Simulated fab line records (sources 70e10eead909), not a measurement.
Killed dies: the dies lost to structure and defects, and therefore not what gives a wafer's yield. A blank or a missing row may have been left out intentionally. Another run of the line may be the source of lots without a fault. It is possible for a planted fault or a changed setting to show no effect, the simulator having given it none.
Chamber matching :: flow nandHarc :: rieDiel-07 running NHARC_A_CONTACT_ETCH_90: 4 sister chambers
The step etches the open film in CH3F/O2, target depth 40 nm, time 85.7 s. 4 wafers are shown with their chamber, then 7 later ones without.

## WAFERS WITH THEIR CHAMBER
wafer: L082.3
chamber: 0
showerheadPlenumPTorr (Torr): 2.61

wafer: L088.2
chamber: 3
showerheadPlenumPTorr (Torr): 2.41

wafer: L088.3
chamber: 2
showerheadPlenumPTorr (Torr): 2.46

wafer: L092.5
chamber: 1
showerheadPlenumPTorr (Torr): 2.41

## WAFERS WITH NO CHAMBER GIVEN
wafer: L092.6
showerheadPlenumPTorr (Torr): 2.60

wafer: L093.1
showerheadPlenumPTorr (Torr): 2.45

wafer: L093.3
showerheadPlenumPTorr (Torr): 2.41

wafer: L093.4
showerheadPlenumPTorr (Torr): 2.60

wafer: L097.1
showerheadPlenumPTorr (Torr): 2.59

wafer: L097.2
showerheadPlenumPTorr (Torr): 2.40

wafer: L097.4
showerheadPlenumPTorr (Torr): 2.45

## WHICH CHAMBER EACH ONE RAN IN
wafer: L092.6
from the rows above: 0
in truth: 0

wafer: L093.1
from the rows above: 2
in truth: 2

wafer: L093.3
from the rows above: can't be placed: 1 or 3
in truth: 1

wafer: L093.4
from the rows above: 0
in truth: 0

wafer: L097.1
from the rows above: 0
in truth: 0

wafer: L097.2
from the rows above: can't be placed: 1 or 3
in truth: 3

wafer: L097.4
from the rows above: 2
in truth: 2
Placed correctly: 5 of 7. Unplaceable from these rows: 2, with the true chamber sitting among the candidates in 2. Placed wrongly: 0.
How it was worked out, from the rows above alone: a wafer's distance from a chamber is the root of the sum, over the readings, of the square of ((its reading less the chamber's mean) divided by the reading's scatter). The wafer belongs to the nearest chamber; if the next one is less than 2 further off, it can't be placed. The mean given for a chamber averages the wafers shown for that chamber. The scatter: with one shown wafer a chamber, the root of the mean of the squares of how far each hidden wafer lies from its nearest shown one.
